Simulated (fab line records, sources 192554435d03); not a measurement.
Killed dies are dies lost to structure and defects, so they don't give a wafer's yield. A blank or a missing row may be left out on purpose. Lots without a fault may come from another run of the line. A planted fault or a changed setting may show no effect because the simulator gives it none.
Chamber matching | flow n5_finfet | N5_BEOL_M0_SAQP_ETCH_106 on rie_diel-01: 4 sister chambers
The step etches SOC in N2/H2, stops on SiNx, target depth 150 nm. 4 wafers are shown with their chamber, then 8 later ones without.

WAFERS WITH THEIR CHAMBER
wafer  | chamber | showerhead_plenum_p_Torr (Torr)
L075.5 | 3       | 2.58
L078.6 | 0       | 2.39
L082.6 | 2       | 2.47
L084.1 | 1       | 2.42

WAFERS WITHOUT THEIR CHAMBER
wafer  | showerhead_plenum_p_Torr (Torr)
L084.4 | 2.42
L084.6 | 2.57
L093.1 | 2.57
L093.5 | 2.57
L093.6 | 2.47
L097.1 | 2.41
L097.4 | 2.41
L097.5 | 2.46

WHICH CHAMBER EACH WENT THROUGH
wafer  | from the rows above     | in truth
L084.4 | 1                       | 1
L084.6 | 3                       | 3
L093.1 | 3                       | 3
L093.5 | 3                       | 3
L093.6 | 2                       | 2
L097.1 | can't be placed: 1 or 0 | 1
L097.4 | can't be placed: 1 or 0 | 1
L097.5 | 2                       | 2
Placed correctly: 6 of 8. Can't be placed from these rows: 2 (the true chamber is among the candidates in 2). Placed wrongly: 0.
How it was worked out, from the rows above alone: a wafer's distance from a chamber is the root of the sum, over the readings, of the square of ((its reading less the chamber's mean) divided by the reading's scatter). The wafer belongs to the nearest chamber; if the next one is less than 2 further off, it can't be placed. A chamber's mean is the mean of its shown wafers. The scatter: with one shown wafer a chamber, the root of the mean of the squares of how far each hidden wafer lies from its nearest shown one.
